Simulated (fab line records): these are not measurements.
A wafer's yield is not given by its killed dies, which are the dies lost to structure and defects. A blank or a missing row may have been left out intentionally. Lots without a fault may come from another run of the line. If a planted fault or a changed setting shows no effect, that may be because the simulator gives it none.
fab line records -- flow nandHarc
[record] lots = 13, wafers = 38, lastDay = 33
route steps=1302 shown A_ONON_D1@433 A_CHANNEL_HOLE_D1@468 END@1302
lots that met no fault: taken from a fault-free run of the same line
startH: hours from the record's first day to the start of the lot's first wafer shown -- waitH: hours elapsed since this lot's preceding step -- " identical to the entry in the row above -- L1.1+2: one row covering several wafers at once -- - no value, or no start was given -- * or withheld: withheld -- < > ~ a bound
route shown NAME@n: a module of which the file shows steps, and the number in the route of the first -- usual: mean and standard deviation over wafers with no fault -- same: alike in all rows -- chamber/n: place in a boat -- sites: readings site by site -- _std_site: how widely they spread, as a standard deviation -- _edge_site: outer sites' mean less inner sites' -- radiusMm: for every site, how far away it sits from the centre of the wafer -- mask NAME#n: copy n -- behind: the last tool/chamber to shape the wafer -- hold: the reason the lot was held/the length of the hold in hours/how it ended -- device: names the non-switching transistor (n, p or np) -- end of line: the route-end tests of the same wafers -- for a step that has no rows: nothing shown but its recipe -- killed: dies that structure and defects cost at the first sort, which is not the same as the wafer's yield -- map: a wafer's dies, x killed, . not, _ none there
set.NAME: the setting as run; set.NAME@STEP: as run at that earlier step -- model.NAME: the simulator's own value behind a step, which no gauge read
route steps across a sampled set of lots; one table per step, one row per wafer
services: when a tool's chamber went out of use (startH, in hours from the record's first day, below 0 if earlier), for how many hours, and the reason
[[steps]]
[step NHARC_A_ONON_D1_THK_MEAS_14]
[recipe] thkMeasGauge = ellipsometry
[usual] thkNm = 1000/8.1
lot.wafer,tool,chamber,startH,waitH,thkNm
L831.1,filmMetro-02,-,181.66,-,992
L831.3,filmMetro-02,-,181.66,-,993
L831.6,filmMetro-02,-,181.66,-,993
L832.1,filmMetro-02,-,196.37,-,990
L832.2,filmMetro-02,-,196.37,-,989
L832.5,filmMetro-02,-,196.37,-,989
L833.4,filmMetro-01,-,204.70,-,993
L833.5,filmMetro-01,-,204.70,-,993
L833.6,filmMetro-01,-,204.70,-,994
L834.3,filmMetro-02,-,211.99,-,998
L834.4,filmMetro-02,-,211.99,-,997
L834.6,filmMetro-02,-,211.99,-,998
L835.2,filmMetro-02,-,228.36,-,1010
L835.4,filmMetro-02,-,228.36,-,1013
L835.5,filmMetro-02,-,228.36,-,1013
L836.2,filmMetro-01,-,239.16,-,999
L836.4,filmMetro-01,-,239.16,-,1000
L836.5,filmMetro-01,-,239.16,-,1001
L837.2,filmMetro-02,-,244.29,-,1008
L837.4,filmMetro-02,-,244.29,-,1007
L837.6,filmMetro-02,-,244.29,-,1006
L838.2,filmMetro-02,-,261.84,-,1003
L838.3,filmMetro-02,-,261.84,-,1001
L838.5,filmMetro-02,-,261.84,-,1002
L841.2,filmMetro-01,-,280.96,-,993
L841.4,filmMetro-01,-,280.96,-,994
L841.6,filmMetro-01,-,280.96,-,995
L842.1,filmMetro-02,-,291.49,-,1003
L842.2,filmMetro-02,-,291.49,-,1001
L842.6,filmMetro-02,-,291.49,-,1001
L849.1,filmMetro-01,-,368.02,-,999
L849.4,filmMetro-01,-,368.02,-,998
L850.1,filmMetro-02,-,371.61,-,1011
L850.4,filmMetro-02,-,371.61,-,1012
L850.5,filmMetro-02,-,371.61,-,1011
L852.1,filmMetro-01,-,396.18,-,1017
L852.3,filmMetro-01,-,396.18,-,1018
L852.4,filmMetro-01,-,396.18,-,1017
[step NHARC_A_ONON_D1_THK_MEAS_21]
[recipe] thkMeasGauge = ellipsometry
[usual] thkNm = 1001/9
lot.wafer,tool,chamber,startH,waitH,thkNm
L831.1,filmMetro-01,-,189.85,-,994
L831.3,filmMetro-01,-,189.85,-,995
L831.6,filmMetro-01,-,189.85,-,995
L832.1,filmMetro-01,-,206.08,-,999
L832.2,filmMetro-01,-,206.08,-,1001
L832.5,filmMetro-01,-,206.08,-,999
L833.4,filmMetro-01,-,213.39,-,1014
L833.5,filmMetro-01,-,213.39,-,1013
L833.6,filmMetro-01,-,213.39,-,1013
L834.3,filmMetro-01,-,220.10,-,994
L834.4,filmMetro-01,-,220.10,-,992
L834.6,filmMetro-01,-,220.10,-,993
L835.2,filmMetro-01,-,237.11,-,994
L835.4,filmMetro-01,-,237.11,-,995
L835.5,filmMetro-01,-,237.11,-,994
L836.2,filmMetro-01,-,248.65,-,988
L836.4,filmMetro-01,-,248.65,-,988
L836.5,filmMetro-01,-,248.65,-,987
L837.2,filmMetro-02,-,253.76,-,1000
L837.4,filmMetro-02,-,253.76,-,998
L837.6,filmMetro-02,-,253.76,-,998
L838.2,filmMetro-01,-,270.99,-,997
L838.3,filmMetro-01,-,270.99,-,995
L838.5,filmMetro-01,-,270.99,-,993
L841.2,filmMetro-01,-,293.25,-,996
L841.4,filmMetro-01,-,293.25,-,996
L841.6,filmMetro-01,-,293.25,-,992
L842.1,filmMetro-02,-,300.42,-,1018
L842.2,filmMetro-02,-,300.42,-,1017
L842.6,filmMetro-02,-,300.42,-,1018
L849.1,filmMetro-01,-,376.64,-,994
L849.4,filmMetro-01,-,376.64,-,995
L850.1,filmMetro-01,-,376.65,-,1006
L850.4,filmMetro-01,-,376.65,-,1006
L850.5,filmMetro-01,-,376.65,-,1008
L852.1,filmMetro-01,-,404.54,-,997
L852.3,filmMetro-01,-,404.54,-,999
L852.4,filmMetro-01,-,404.54,-,999
[step NHARC_A_CHANNEL_HOLE_D1_ETCH_34]
[recipe] targetDepthA = 1540, timeS = 77, cf4FlowSccm = 100, chf3FlowSccm = 30, arFlowSccm = 0, rfW = 500, biasW = 200, chemistry = CF4/CHF3
[usual] cf4FlowSccm = 100.0/0.3, drypumpMotorCurrentA = 6.0/0.48, oesProductAu = 0.941/0.025, rfVppV = 370.1/1.9, showerheadPlenumPTorr = 1.56/0.051, throttleValvePct = 16.802/0.0089
lot.wafer,tool,chamber,startH,waitH,cf4FlowSccm,drypumpMotorCurrentA,oesProductAu,rfHoursCounterH,rfVppV,showerheadPlenumPTorr,throttleValvePct
L831.1,rieDiel-07,3,198.83,-,100.4,5.0,0.966,24,371.3,1.58,16.806
L831.3,rieDiel-07,0,198.83,-,99.5,5.5,0.957,24,373.2,1.65,16.806
L831.6,rieDiel-07,1,198.83,-,100.0,6.3,0.982,-,372.9,1.63,16.787
L832.2,rieDiel-03,3,212.89,-,99.6,6.2,0.915,9,370.5,1.58,16.799
L832.1,rieDiel-03,1,212.89,-,100.1,6.6,0.919,7,371.0,1.60,16.785
L832.5,rieDiel-03,3,212.89,-,100.2,6.2,0.904,-,371.4,1.58,16.798
L833.4,rieDiel-07,3,218.96,-,100.2,5.0,0.962,30,371.0,1.57,16.808
L833.6,rieDiel-07,3,218.96,-,100.1,5.0,0.966,-,370.5,1.57,16.798
L833.5,rieDiel-07,0,218.96,-,99.8,5.6,0.952,-,371.5,1.65,16.788
L834.4,rieDiel-03,1,226.16,-,100.3,6.6,0.966,8,371.5,1.60,16.797
L834.3,rieDiel-03,3,226.16,-,99.8,6.2,0.941,10,370.6,1.58,16.808
L834.6,rieDiel-03,0,226.16,-,99.8,5.7,0.964,-,367.5,1.50,16.802
L835.2,rieDiel-03,1,246.09,-,100.2,6.6,0.907,11,371.5,1.60,16.809
L835.4,rieDiel-03,2,246.09,-,100.2,5.9,0.945,11,367.6,1.49,16.814
L835.5,rieDiel-03,1,246.09,-,100.2,6.6,0.917,-,371.0,1.60,16.807
L836.4,rieDiel-03,1,260.67,-,100.1,6.6,0.917,12,370.5,1.60,16.811
L836.2,rieDiel-03,2,260.67,-,99.9,5.9,0.937,13,367.3,1.49,16.801
L836.5,rieDiel-03,3,260.67,-,99.8,6.2,0.926,-,370.7,1.57,16.813
L837.2,rieDiel-03,0,262.28,-,100.0,5.7,0.914,12,369.2,1.50,16.806
L837.4,rieDiel-03,3,262.28,-,100.3,6.2,0.928,-,371.6,1.57,16.804
L837.6,rieDiel-03,0,262.28,-,99.9,5.7,0.918,-,366.6,1.50,16.808
L838.3,rieDiel-03,3,279.49,-,100.2,6.2,0.979,15,370.3,1.57,16.808
L838.2,rieDiel-03,0,279.49,-,100.2,5.8,0.976,14,368.0,1.50,16.795
L838.5,rieDiel-03,1,279.49,-,99.7,6.6,0.957,-,371.2,1.60,16.796
L841.4,rieDiel-01,1,299.69,-,100.2,4.8,0.952,34,369.4,1.57,16.802
L841.2,rieDiel-01,2,299.69,-,100.0,5.2,0.962,30,370.4,1.58,16.798
L841.6,rieDiel-01,0,299.69,-,100.5,6.3,0.958,-,368.5,1.53,16.803
L842.2,rieDiel-03,1,308.87,-,99.9,6.6,0.980,1,372.2,1.60,16.800
L842.1,rieDiel-03,2,308.87,-,99.8,5.9,0.964,1,368.1,1.49,16.804
L842.6,rieDiel-03,0,308.87,-,100.2,5.7,0.964,-,367.5,1.50,16.812
L849.1,rieDiel-03,1,384.06,-,99.3,6.6,0.960,7,369.4,1.60,16.803
L849.4,rieDiel-03,3,384.06,-,100.5,6.2,0.945,8,370.2,1.57,16.780
L850.4,rieDiel-03,0,385.39,-,99.9,5.7,0.825,8,366.5,1.49,16.806
L850.1,rieDiel-03,2,385.39,-,99.8,5.9,0.927,8,366.9,1.49,16.795
L850.5,rieDiel-03,0,385.39,-,100.2,5.7,0.839,-,368.6,1.49,16.784
L852.4,rieDiel-07,0,410.49,-,99.9,5.5,0.957,39,373.0,1.64,16.798
L852.1,rieDiel-07,1,410.49,-,100.2,6.2,0.976,43,372.3,1.61,16.805
L852.3,rieDiel-07,3,410.49,-,100.2,5.0,0.994,30,372.0,1.56,16.802
[step NHARC_A_CHANNEL_HOLE_D1_CD_MEAS_18]
[usual] cdNm = 98/3
lot.wafer,tool,chamber,startH,waitH,cdNm
L831.1,cdSem-01,-,199.50,-,103
L831.3,cdSem-01,-,199.50,-,94
L831.6,cdSem-01,-,199.50,-,102
L832.1,cdSem-03,-,213.57,-,100
L832.2,cdSem-03,-,213.57,-,100
L832.5,cdSem-03,-,213.57,-,98
L833.4,cdSem-03,-,219.64,-,95
L833.5,cdSem-03,-,219.64,-,96
L833.6,cdSem-03,-,219.64,-,97
L834.3,cdSem-01,-,226.83,-,99
L834.4,cdSem-01,-,226.83,-,97
L834.6,cdSem-01,-,226.83,-,100
L835.2,cdSem-03,-,246.77,-,96
L835.4,cdSem-03,-,246.77,-,99
L835.5,cdSem-03,-,246.77,-,97
L836.2,cdSem-02,-,261.34,-,100
L836.4,cdSem-02,-,261.34,-,102
L836.5,cdSem-02,-,261.34,-,100
L837.2,cdSem-03,-,263.07,-,103
L837.4,cdSem-03,-,263.07,-,95
L837.6,cdSem-03,-,263.07,-,99
L838.2,cdSem-01,-,280.16,-,99
L838.3,cdSem-01,-,280.16,-,101
L838.5,cdSem-01,-,280.16,-,98
L841.2,cdSem-01,-,300.37,-,90
L841.4,cdSem-01,-,300.37,-,97
L841.6,cdSem-01,-,300.37,-,98
L842.1,cdSem-02,-,309.53,-,96
L842.2,cdSem-02,-,309.53,-,104
L842.6,cdSem-02,-,309.53,-,104
L849.1,cdSem-03,-,384.72,-,99
L849.4,cdSem-03,-,384.72,-,99
L850.1,cdSem-03,-,386.05,-,101
L850.4,cdSem-03,-,386.05,-,98
L850.5,cdSem-03,-,386.05,-,92
L852.1,cdSem-01,-,411.16,-,97
L852.3,cdSem-01,-,411.16,-,98
L852.4,cdSem-01,-,411.16,-,102
[step NHARC_END_SORT_01]
[recipe] tempC = 25
[usual] killedAtArray = 55/17, killedAtOther = 0.9/1.2, killedAtPeriphery = 3.7/2.5, killedDies = 59/18, killedOpen = 3.4/1.9, killedShort = 2.6/1.6
[same] grossDies = 677
lot.wafer,tool,chamber,startH,waitH,killedAtArray,killedAtOther,killedAtPeriphery,killedDies,killedOpen,killedShort
L850.1,prober-02,0,778.83,2.5,31,2,5,38,5,2
L850.4,prober-02,0,781.22,3.4,672,2,1,675,4,0
L850.5,prober-02,0,782.02,3.7,666,4,2,672,4,3
// killed by level:class
L850.1 A_CHANNEL_HOLE_D1:chamberFilmFlake=10 A_SLIT:chamberFilmFlake=9 P_M1:chamberFilmFlake=2 A_DECK1_JOINT:chamberFilmFlake=2 A_STAIRCASE:chamberFilmFlake=2 A_CONTACT:chamberFilmFlake=2 HYBRID_BOND:chamberFilmFlake=2 P_GATE:geometricParticle:open=1
L850.4 A_CHANNEL_HOLE_D1:areaEtch=632 A_CHANNEL_HOLE_D1:chamberFilmFlake=18 A_SLIT:chamberFilmFlake=9 A_CONTACT:chamberFilmFlake=4 A_DECK1_JOINT:chamberFilmFlake=2 A_STAIRCASE:chamberFilmFlake=2 HYBRID_BOND:chamberFilmFlake=2 P_M1:geometricParticle:open=1
L850.5 A_CHANNEL_HOLE_D1:areaEtch=631 A_CHANNEL_HOLE_D1:chamberFilmFlake=11 A_SLIT:chamberFilmFlake=8 A_DECK1_JOINT:chamberFilmFlake=4 A_CHANNEL_FILL_D1:geometricParticle:open=2 A_STAIRCASE:chamberFilmFlake=2 A_CONTACT:chamberFilmFlake=2 HYBRID_BOND:chamberFilmFlake=2
[[services]]
tool,chamber,startH,hours,kind
rieDiel-03,0,186.80,-,clean
rieDiel-03,1,186.80,-,clean
rieDiel-03,2,186.80,-,clean
rieDiel-03,3,186.80,-,clean
rieDiel-01,-,205.99,9.0,pm
rieDiel-03,0,211.30,-,clean
rieDiel-03,1,211.30,-,clean
rieDiel-03,2,211.30,-,clean
rieDiel-03,3,211.30,-,clean
rieDiel-07,-,230.26,0.6,repair
rieDiel-03,0,235.80,-,clean
rieDiel-03,1,235.80,-,clean
rieDiel-03,2,235.80,-,clean
rieDiel-03,3,235.80,-,clean
rieDiel-03,1,261.03,3.5,repair
rieDiel-03,-,281.30,9.0,pm
rieDiel-07,-,294.20,9.0,pm
rieDiel-01,-,315.38,0.6,repair
rieDiel-07,3,334.27,14.8,repair
rieDiel-01,3,336.93,3.0,repair
rieDiel-07,-,377.09,0.3,repair
rieDiel-01,-,383.59,9.0,pm
rieDiel-03,3,397.24,11.7,repair
rieDiel-01,2,404.83,14.1,repair
[[key]]
[firstSign] step = NHARC_A_CHANNEL_HOLE_D1_ETCH_34, reading = oesProductAu, direction = down, sigmas = 4.4, usual = 0.941, struck = 0.832
[effect] step = NHARC_END_SORT_01, reading = killedAtArray, direction = up, sigmas = 36, usual = 55, struck = 669
[moreKillsBornAt] NHARC_A_CHANNEL_HOLE_D1_ETCH_34@rieDiel-03 = 1263
metAt NHARC_A_CHANNEL_HOLE_D1_ETCH_34
struckLots L850
struckWafers L850.4,L850.5
laterRowsLeftOut L850.4,L850.5
testerLeftOut L850
notActingAt NHARC_A_ONON_D1_THK_MEAS_14,NHARC_A_ONON_D1_THK_MEAS_21,NHARC_A_CHANNEL_HOLE_D1_CD_MEAS_18
onsetBetween 308.87 385.39
[fault] kind = processParameterDrift, tool = rieDiel-03, chamber = 0, onsetH = 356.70, steps = NHARC_A_CHANNEL_HOLE_D1_ETCH_34, channel = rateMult, offset = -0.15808, shape = step, endH = 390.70
// testerLeftOut: of these lots the tester's yield and bins aren't shown, on N5 and GAA mostly nor the transistor test; their killed dies are dies lost to structure and defects alone, not to doping, threshold or leakage, so they don't give the yield
// laterRowsLeftOut: the simulator's readings of these wafers behind a module that went badly wrong aren't trusted and aren't shown, but for the sort
